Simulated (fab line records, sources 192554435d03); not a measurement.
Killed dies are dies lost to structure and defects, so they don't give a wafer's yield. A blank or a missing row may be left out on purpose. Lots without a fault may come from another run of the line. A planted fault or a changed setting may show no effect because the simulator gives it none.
A struck lot beside a sound one | flow n5_finfet | 16 steps out of a route of 1938
Sound: wafers L564.1, L564.4, L564.5. Struck: wafers L567.2, L567.3, L567.6. The cause comes at the end.
At each step with rows: each side's tool, then ch and its chambers, then its first start. Under that, the readings that differ: sound wafers | struck wafers | difference of the means | sigmas: that difference in standard deviations of wafers without a fault.
alike: readings whose means differ by less than 2 such deviations, and words and numbers that are the same on both sides. not compared: withheld readings, readings that some wafer has no value for, bounds like >300 that may hide the same value, and numbers for which the record gives no deviation and whose values overlap.
The two part at a step that has a row with sigmas, a row that says differs or no value, or rows on one side only. Numbers that don't overlap but have no deviation are shown without sigmas and don't part them. A reading that every wafer of one side lacks parts them only if that side has two wafers or more.

N5_BEOL_M3_PRE_CLEAN_45: time 30 s.
  sound on pvd_sputter-01, day 8 08:00; struck on pvd_sputter-03, day 10 00:39
  alike: heater_power_w, susceptor_temp_C
then, 1 step without rows for these wafers: N5_BEOL_M3_ALD_84 (deposits TaN, pulse time 2 s, purge time 3 s, co reactant purge time 2 s).
N5_BEOL_M3_SURFACE_TREAT_85:
  sound on pvd_sputter-03, day 8 08:20; struck on pvd_sputter-03, day 10 01:01
  not compared: throttle_valve_pct
then, 1 step without rows for these wafers: N5_BEOL_M3_CVD_47 (deposits Co from CCTBA/H2, target thk 3 nm, time 223.8 s).
N5_BEOL_M3_SPUTTER_48: material Cu, target thk 4.5 nm, time 8.29 s.
  sound on pvd_sputter-01, day 8 10:11; struck on pvd_sputter-02, day 10 01:18
  alike: chamber_pressure_pa, chuck_gas_flow_sccm, susceptor_temp_C, throttle_valve_pct
then, 2 steps without rows for these wafers: N5_BEOL_M3_ANNEAL_49 (time 240 s); N5_BEOL_M3_SPUTTER_79 (material Cu, target thk 4.5 nm, time 8.29 s).
N5_BEOL_M3_ANNEAL_80: time 240 s.
  sound on pvd_sputter-01, day 8 10:32; struck on pvd_sputter-02, day 10 01:36
  alike: heater_power_w, susceptor_temp_C
then, 2 steps without rows for these wafers: N5_BEOL_M3_SPUTTER_81 (material Cu, target thk 4.5 nm, time 8.29 s); N5_BEOL_M3_ANNEAL_82 (time 240 s).
N5_BEOL_M3_SPUTTER_86: material Cu, target thk 4.5 nm, time 8.29 s.
  sound on pvd_sputter-01, day 8 10:56; struck on pvd_sputter-02, day 10 01:58
  alike: chamber_pressure_pa, chuck_gas_flow_sccm, susceptor_temp_C, throttle_valve_pct
then, 1 step without rows for these wafers: N5_BEOL_M3_ANNEAL_87 (time 240 s).
N5_BEOL_M3_SPUTTER_88: material Cu, target thk 4.5 nm, time 8.29 s.
  sound on pvd_sputter-01, day 8 11:11; struck on pvd_sputter-02, day 10 02:11
  no value came back on the struck wafers for chamber_pressure_pa (Pa), chuck_gas_flow_sccm (sccm), susceptor_temp_C (C), throttle_valve_pct (%); on the sound wafers chamber_pressure_pa (Pa) reads 0.06994 0.07013 0.07004
then, 1 step without rows for these wafers: N5_BEOL_M3_ANNEAL_89 (time 240 s).
N5_BEOL_M4_RC_MEAS_101:
  sound on prober-02 ch 0, day 8 23:47; struck on prober-01 ch 0, day 10 21:20
  reading       | sound          | struck         | difference | sigmas
  DIBL_P (mV/V) | 36 34 32       | 42 40 39       | +6         | +2
  SS_N (mV/dec) | 70.7 70.1 70.1 | 72.3 71.6 71.9 | +1.6       | +2
  alike: DIBL_N, IOFF_N, IOFF_P, ION_N, ION_P, SS_P, VT_N, VT_P
-- the record jumps here: 5 days lie between the struck wafers' starts before and after (it left off in module BEOL_M4 and takes up again in module PASSIVATION, whose first step shown is number 1936 of the route) --
N5_PASSIVATION_PROBE_49:
  sound on prober-02, day 13 19:19; struck on prober-02, day 15 14:34
  reading            | sound   | struck   | difference | sigmas
  killed_at_M0_to_M3 | 8 22 14 | 39 48 63 | +35        | +4
  alike: defect_limited_yield, killed_at_M4_up, killed_at_contacts, killed_at_front_end, killed_at_other, killed_dies, killed_on_rim, killed_open, killed_short, sort_bin_4_leakage, sort_bin_5_function, sort_bin_6_memory, sort_n_pass, sort_yield_pct

WHERE THEY PART
First at N5_BEOL_M3_SPUTTER_88; last, within this record, at N5_PASSIVATION_PROBE_49.

WHY: what the simulator had put in
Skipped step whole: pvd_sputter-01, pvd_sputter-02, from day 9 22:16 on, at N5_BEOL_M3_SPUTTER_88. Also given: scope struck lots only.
